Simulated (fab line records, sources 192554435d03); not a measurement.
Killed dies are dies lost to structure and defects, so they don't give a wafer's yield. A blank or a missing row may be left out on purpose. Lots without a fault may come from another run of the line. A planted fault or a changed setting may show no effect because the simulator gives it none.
Which tool did it? | flow n5_finfet | 14 lots, 42 wafers sampled, at 5 steps of a route of 1938

WHAT THE GAUGES READ, wafer by wafer
N5_BEOL_M4_RC_MEAS_101. Usual: DIBL_N 36.0 mV/V, standard deviation 2.5; DIBL_P 36.2 mV/V, standard deviation 3; IOFF_N 0.16 nA/um, standard deviation 0.044; IOFF_P 0.21 nA/um, standard deviation 0.049; ION_N 671 uA/um, standard deviation 15; ION_P 461 uA/um, standard deviation 8.7; SS_N 71.5 mV/dec, standard deviation 0.72; SS_P 73.4 mV/dec, standard deviation 0.9; VT_N 251 mV, standard deviation 4.4; VT_P -250 mV, standard deviation 4.
lot  | measured     | on        | DIBL_N (mV/V)  | DIBL_P (mV/V)  | IOFF_N (nA/um) | IOFF_P (nA/um) | ION_N (uA/um) | ION_P (uA/um) | SS_N (mV/dec)  | SS_P (mV/dec)  | VT_N (mV)   | VT_P (mV)      | flag
L371 | day 8 12:22  | prober-01 | 34.7 36.7 33.9 | 33.8 36.3 32.7 | 0.13 0.16 0.12 | 0.20 0.24 0.19 | 653 672 667   | 456 469 468   | 71.5 71.4 71.0 | 72.0 73.8 72.1 | 255 249 252 | -250 -243 -246 |
L372 | day 8 21:15  | prober-02 | 34.6 33.6 33.5 | 36.4 35.3 35.5 | 0.13 0.13 0.13 | 0.19 0.17 0.18 | 652 660 652   | 449 452 447   | 71.9 71.7 72.0 | 73.2 73.2 73.0 | 254 253 254 | -252 -253 -255 |
L373 | day 8 21:51  | prober-01 | 39.1 36.2 35.8 | 39.3 36.5 34.4 | 0.23 0.17 0.16 | 0.27 0.23 0.20 | 683 688 659   | 463 468 451   | 73.2 71.3 71.9 | 74.2 73.4 73.2 | 247 248 249 | -246 -248 -248 |
L374 | day 9 14:58  | prober-02 | 32.7 37.3 35.7 | 34.3 40.0 38.5 | 0.12 0.20 0.16 | 0.18 0.24 0.24 | 656 677 663   | 455 459 461   | 70.9 72.3 71.7 | 72.2 74.3 74.3 | 252 247 253 | -249 -249 -247 |
L375 | day 9 23:35  | prober-01 | 37.4 38.0 38.5 | 38.6 39.2 39.4 | 0.19 0.19 0.20 | 0.24 0.25 0.24 | 694 670 678   | 470 454 457   | 72.2 72.3 72.9 | 73.8 73.3 74.5 | 249 250 249 | -247 -252 -251 |
L376 | day 9 23:16  | prober-02 | 41.4 38.8 39.2 | 41.8 39.1 39.7 | 0.26 0.19 0.20 | 0.29 0.24 0.24 | 697 673 690   | 466 457 468   | 72.5 73.0 72.9 | 75.0 74.2 75.1 | 245 247 248 | -246 -249 -251 |
L384 | day 11 18:24 | prober-01 | 36.0 36.6 35.9 | 36.7 38.2 35.8 | 0.15 0.17 0.15 | 0.22 0.24 0.19 | 671 686 658   | 461 471 450   | 71.7 71.6 72.3 | 73.2 74.0 73.3 | 252 250 254 | -247 -244 -253 |
L387 | day 12 07:01 | prober-02 | 37.8 34.2 38.7 | 37.9 32.6 38.6 | 0.20 0.12 0.23 | 0.22 0.15 0.25 | 691 660 700   | 461 448 463   | 71.4 71.2 72.4 | 74.0 72.5 74.3 | 245 254 243 | -252 -254 -251 |
L389 | day 12 21:49 | prober-01 | 35.9 34.4 36.0 | 37.7 35.8 37.3 | 0.18 0.14 0.18 | 0.26 0.22 0.24 | 676 655 677   | 469 460 469   | 71.0 70.9 72.3 | 73.7 73.8 73.8 | 248 255 248 | -244 -248 -247 |
L390 | day 12 22:44 | prober-01 | 33.0 32.5 35.2 | 31.1 31.6 35.9 | 0.10 0.10 0.14 | 0.15 0.15 0.21 | 653 643 668   | 454 447 456   | 71.0 70.5 71.3 | 71.9 72.3 73.8 | 258 259 250 | -255 -253 -251 |
L391 | day 13 18:57 | prober-02 | 36.2 33.7 39.4 | 37.6 33.4 39.8 | 0.16 0.11 0.22 | 0.25 0.17 0.28 | 674 657 694   | 477 453 471   | 71.6 71.6 73.2 | 73.7 72.2 73.9 | 250 256 243 | -247 -254 -246 |
L392 | day 13 21:25 | prober-01 | 36.4 39.7 34.3 | 36.3 40.5 32.5 | 0.17 0.26 0.13 | 0.25 0.34 0.18 | 678 698 672   | 473 475 460   | 72.1 72.2 70.5 | 73.6 74.3 72.5 | 251 242 251 | -248 -244 -249 |

WHICH TOOL RAN EACH LOT (tool, then ch and the chambers of the sampled wafers, then the start)
lot  | N5_GATE_CUT_ETCH_19               | N5_GATE_CUT_VAPOR_ETCH_48        | N5_GATE_CUT_VAPOR_ETCH_49        | N5_GATE_CUT_CMP_43
L371 | rie_diel-06 ch 0,3, day 4 11:10   | rie_metal-01 ch 0, day 4 11:38   | rie_metal-01 ch 0, day 4 11:42   | cmp-01 ch 1,3, day 4 13:50
L372 | rie_diel-03 ch 0,2, day 4 19:44   | rie_metal-02 ch 0,1, day 4 20:01 | rie_metal-02 ch 0,1, day 4 20:03 | cmp-01 ch 2,3, day 4 22:50
L373 | rie_diel-06 ch 0,1, day 5 04:02   | rie_metal-02 ch 0,1, day 5 04:19 | rie_metal-02 ch 0,1, day 5 04:21 | cmp-02 ch 0,2,3, day 5 06:34
L374 | rie_diel-04 ch 1,2,3, day 5 05:05 | rie_metal-02 ch 0,1, day 5 05:23 | rie_metal-02 ch 0,1, day 5 05:25 | cmp-01 ch 0,1,3, day 5 07:32
L375 | rie_diel-06 ch 0,2, day 5 16:35   | rie_metal-03 ch 1, day 5 16:53   | rie_metal-03 ch 1, day 5 16:55   | cmp-02 ch 0,3, day 5 19:11
L376 | rie_diel-06 ch 0,1,2, day 5 18:55 | rie_metal-02 ch 0,1, day 5 19:12 | rie_metal-02 ch 0,1, day 5 19:14 | cmp-01 ch 0,2,3, day 5 22:40
L379 | rie_diel-04 ch 1,2,3, day 6 12:53 | rie_metal-02 ch 0,1, day 6 13:10 | rie_metal-02 ch 0,1, day 6 13:12 | cmp-04 ch 0,2, day 6 15:27
L380 | rie_diel-04 ch 0,2, day 6 22:12   | rie_metal-02 ch 0,1, day 6 22:29 | rie_metal-02 ch 0,1, day 6 22:31 | cmp-02 ch 1,2,3, day 7 00:41
L384 | rie_diel-03 ch 0,1,3, day 7 20:58 | rie_metal-02 ch 1, day 7 21:26   | rie_metal-02 ch 1, day 7 21:30   | cmp-04 ch 1,2, day 7 23:37
L387 | rie_diel-04 ch 0,1,3, day 8 17:12 | rie_metal-02 ch 1, day 8 17:40   | rie_metal-02 ch 1, day 8 17:44   | cmp-04 ch 1,2,3, day 8 20:21
L389 | rie_diel-06 ch 0,1,3, day 9 02:40 | rie_metal-03 ch 0, day 9 03:08   | rie_metal-03 ch 0, day 9 03:12   | cmp-02 ch 0,1,2, day 9 05:18
L390 | rie_diel-03 ch 0,1,2, day 9 10:32 | rie_metal-02 ch 0,1, day 9 10:50 | rie_metal-02 ch 0,1, day 9 10:52 | cmp-04 ch 0,2,3, day 9 12:55
L391 | rie_diel-03 ch 0,1,2, day 9 13:41 | rie_metal-01 ch 0,1, day 9 13:59 | rie_metal-01 ch 0,1, day 9 14:01 | cmp-02 ch 0,1,2, day 9 16:13
L392 | rie_diel-03 ch 0,3, day 9 20:44   | rie_metal-02 ch 0,1, day 9 21:01 | rie_metal-02 ch 0,1, day 9 21:03 | cmp-02 ch 1,2, day 9 23:13
- N5_GATE_CUT_ETCH_19: etches SiNx in CH3F/O2, target depth 53.7 nm, time 76.7 s.
- N5_GATE_CUT_VAPOR_ETCH_48: etches TiN in BCl3/Cl2.
- N5_GATE_CUT_VAPOR_ETCH_49: etches TiAlC in BCl3/Cl2.
- N5_GATE_CUT_CMP_43: polishes SiO2.

WHAT THE TOOLS THEMSELVES READ (means of the sampled wafers that have a number; where no wafer has one, the mark that the record gives instead)
N5_GATE_CUT_ETCH_19. Usual: drypump_motor_current_A 5.6 A, standard deviation 0.43; etch_rf_on_time_s 77.1 s, standard deviation 1.9; oes_f_703_au 0.79 a.u., standard deviation 0.079; oes_product_au 0.68 a.u., standard deviation 0.076; rf_vpp_V 299 V, standard deviation 12; showerhead_plenum_p_Torr 1.99 Torr, standard deviation 0.057; throttle_valve_pct 16.41 %, standard deviation 0.21.
lot  | tool        | drypump_motor_current_A (A) | etch_rf_on_time_s (s) | oes_f_703_au (a.u.) | oes_product_au (a.u.) | rf_vpp_V (V) | showerhead_plenum_p_Torr (Torr) | throttle_valve_pct (%) | flag
L371 | rie_diel-06 | 5.9                         | 77.9                  | 0.88                | 0.78                  | 300          | 2.02                            | 16.15                  |
L372 | rie_diel-03 | 5.2                         | 79.0                  | 0.69                | 0.61                  | 313          | 2.00                            | 16.46                  |
L373 | rie_diel-06 | 5.5                         | 77.1                  | 0.75                | 0.67                  | 311          | 1.97                            | 16.30                  |
L374 | rie_diel-04 | 5.4                         | 76.0                  | 0.81                | 0.68                  | 288          | 1.95                            | 16.43                  |
L375 | rie_diel-06 | 5.5                         | 79.3                  | 0.79                | 0.69                  | 294          | 1.95                            | 16.21                  |
L376 | rie_diel-06 | 5.7                         | 77.3                  | 0.74                | 0.66                  | 304          | 1.96                            | 16.32                  |
L379 | rie_diel-04 | 5.4                         | 77.1                  | 0.80                | 0.66                  | 288          | 1.95                            | 16.45                  |
L380 | rie_diel-04 | 5.8                         | 76.3                  | 0.75                | 0.61                  | 286          | 1.94                            | 16.71                  |
L384 | rie_diel-03 | 5.6                         | 76.4                  | 0.80                | 0.73                  | 311          | 2.06                            | 16.45                  |
L387 | rie_diel-04 | 5.4                         | 77.5                  | 0.79                | 0.66                  | 289          | 1.97                            | 16.41                  |
L389 | rie_diel-06 | 5.7                         | 77.5                  | 0.77                | 0.69                  | 305          | 1.98                            | 16.28                  |
L390 | rie_diel-03 | 5.3                         | 77.3                  | 0.80                | 0.71                  | 313          | 2.03                            | 16.29                  |
L391 | rie_diel-03 | 5.3                         | 77.4                  | 0.80                | 0.71                  | 314          | 2.03                            | 16.29                  |
L392 | rie_diel-03 | 5.9                         | 75.5                  | 0.79                | 0.70                  | 303          | 2.03                            | 16.54                  |

N5_GATE_CUT_VAPOR_ETCH_48. Usual: drypump_motor_current_A 6.0 A, standard deviation 0.51; oes_product_au 0.72 a.u., standard deviation 0.12.
lot  | tool         | drypump_motor_current_A (A) | oes_product_au (a.u.) | flag
L371 | rie_metal-01 | 6.0                         | 0.72                  |
L372 | rie_metal-02 | 6.4                         | 0.69                  |
L373 | rie_metal-02 | 6.4                         | 0.68                  |
L374 | rie_metal-02 | 6.2                         | 0.65                  |
L375 | rie_metal-03 | 5.4                         | 0.62                  |
L376 | rie_metal-02 | 6.2                         | 0.65                  |
L379 | rie_metal-02 | 6.4                         | 0.66                  |
L380 | rie_metal-02 | 6.2                         | 0.64                  |
L384 | rie_metal-02 | 6.6                         | 0.68                  |
L387 | rie_metal-02 | 6.5                         | 0.67                  |
L389 | rie_metal-03 | 5.8                         | 0.60                  |
L390 | rie_metal-02 | 6.2                         | 0.87                  |
L391 | rie_metal-01 | 5.1                         | 0.84                  |
L392 | rie_metal-02 | 6.2                         | 0.86                  |

N5_GATE_CUT_VAPOR_ETCH_49. Usual: drypump_motor_current_A 6.0 A, standard deviation 0.52; oes_product_au 0.71 a.u., standard deviation 0.12.
lot  | tool         | drypump_motor_current_A (A) | oes_product_au (a.u.) | flag
L371 | rie_metal-01 | 6.0                         | 0.72                  |
L372 | rie_metal-02 | 6.4                         | 0.67                  |
L373 | rie_metal-02 | 6.4                         | 0.67                  |
L374 | rie_metal-02 | 6.2                         | 0.65                  |
L375 | rie_metal-03 | 5.4                         | 0.61                  |
L376 | rie_metal-02 | 6.2                         | 0.65                  |
L379 | rie_metal-02 | 6.4                         | 0.67                  |
L380 | rie_metal-02 | 6.2                         | 0.65                  |
L384 | rie_metal-02 | 6.6                         | 0.68                  |
L387 | rie_metal-02 | 6.5                         | 0.67                  |
L389 | rie_metal-03 | 5.8                         | 0.59                  |
L390 | rie_metal-02 | 6.2                         | 0.87                  |
L391 | rie_metal-01 | 5.1                         | 0.84                  |
L392 | rie_metal-02 | 6.2                         | 0.85                  |

N5_GATE_CUT_CMP_43. Usual: edge_zone_pressure_frac 0.999, standard deviation 0.0051; motor_current_A 11.9 A, standard deviation 1.5; slurry_flow_ml_min 150.1, standard deviation 0.4.
lot  | tool   | edge_zone_pressure_frac | motor_current_A (A) | slurry_flow_ml_min | flag
L371 | cmp-01 | 1.000                   | 12.1                | 150.2              |
L372 | cmp-01 | 0.998                   | 9.9                 | 149.9              |
L373 | cmp-02 | 0.998                   | 12.6                | 149.6              |
L374 | cmp-01 | 1.002                   | 12.1                | 150.0              |
L375 | cmp-02 | 1.001                   | 12.4                | 150.2              |
L376 | cmp-01 | 0.998                   | 10.4                | 149.8              |
L379 | cmp-04 | -                       | -                   | -                  | OFF
L380 | cmp-02 | -                       | -                   | -                  | OFF
L384 | cmp-04 | 0.998                   | 10.8                | 150.1              |
L387 | cmp-04 | 1.003                   | 11.0                | 149.6              |
L389 | cmp-02 | 0.997                   | 13.4                | 150.4              |
L390 | cmp-04 | 0.998                   | 11.8                | 150.2              |
L391 | cmp-02 | 1.006                   | 12.8                | 149.8              |
L392 | cmp-02 | 0.997                   | 13.1                | 150.0              |

THE ANSWER, worked out from the rows above alone
Rule: a lot is off if the mean of its wafers that have a number lies more than 3 standard deviations from the usual mean. A lot without any number at a reading at which 4 lots or more have one is off too. The other lots that the step has rows for count as sound. The gauges are gone through in route order, then the tools' own readings, and for those a lot's mean is taken as printed above. The first step at which some lot is off is used, and at that step the reading that is off furthest; a lot without a number counts as furthest.
Off: L379, L380, at N5_GATE_CUT_CMP_43 (edge_zone_pressure_frac). Without a number there: L379, L380.
A tool fits if, at that step or a process step before it, it ran every lot that is off, and no sound lot after the first of them. None of those tried fits.

WHAT THE SIMULATOR HAD PUT IN
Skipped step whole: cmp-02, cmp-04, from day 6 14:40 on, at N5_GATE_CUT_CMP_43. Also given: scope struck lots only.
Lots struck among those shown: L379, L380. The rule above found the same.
